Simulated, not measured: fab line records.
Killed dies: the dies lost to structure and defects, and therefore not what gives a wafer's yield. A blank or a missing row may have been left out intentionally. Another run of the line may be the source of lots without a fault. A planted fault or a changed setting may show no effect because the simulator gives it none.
Matching of chambers + flow n5 finfet + rie diel-05 running N5_BEOL_M15_TRENCH_ETCH_34: 4 sister chambers
The step etches SiO2 in C4F8/O2/Ar, target depth 872.93 nm, time 199 s. 4 wafers are shown with their chamber, then 12 later ones without.

== WAFERS WITH THEIR CHAMBER ==
| wafer  | chamber | drypump motor current A (A) |
|--------|---------|-----------------------------|
| L086.6 | 1       | 5.3                         |
| L087.2 | 2       | 6.6                         |
| L087.4 | 3       | 5.8                         |
| L087.6 | 0       | 6.6                         |

== WAFERS WITHOUT THEIR CHAMBER ==
| wafer  | drypump motor current A (A) |
|--------|-----------------------------|
| L090.2 | 6.6                         |
| L090.3 | 6.6                         |
| L090.5 | 6.6                         |
| L091.3 | 5.9                         |
| L091.4 | 6.6                         |
| L091.6 | 5.3                         |
| L094.2 | 5.3                         |
| L094.4 | 6.6                         |
| L094.5 | 6.6                         |
| L095.1 | 6.6                         |
| L095.2 | 5.8                         |
| L095.3 | 5.3                         |

== WHICH CHAMBER EACH WENT THROUGH ==
| wafer  | from the rows above     | in truth |
|--------|-------------------------|----------|
| L090.2 | can't be placed: 0 or 2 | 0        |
| L090.3 | can't be placed: 0 or 2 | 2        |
| L090.5 | can't be placed: 0 or 2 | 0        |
| L091.3 | 3                       | 3        |
| L091.4 | can't be placed: 0 or 2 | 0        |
| L091.6 | 1                       | 1        |
| L094.2 | 1                       | 1        |
| L094.4 | can't be placed: 0 or 2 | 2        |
| L094.5 | can't be placed: 0 or 2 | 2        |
| L095.1 | can't be placed: 0 or 2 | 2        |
| L095.2 | 3                       | 3        |
| L095.3 | 1                       | 1        |
Correct placement for 5 of the 12. These rows do not allow placing 7 (true chamber among the candidates in 7). Wrongly placed: 0.
How it was worked out, from the rows above alone: a wafer's distance from a chamber is the root of the sum, over the readings, of the square of ((its reading less the chamber's mean) divided by the reading's scatter). If the next closest chamber is less than 2 further off than the closest, the wafer can't be placed; otherwise it belongs to the closest. A chamber's mean is the mean of its shown wafers. The scatter: root of mean squared gap, hidden wafer to nearest shown wafer, with one shown wafer a chamber.
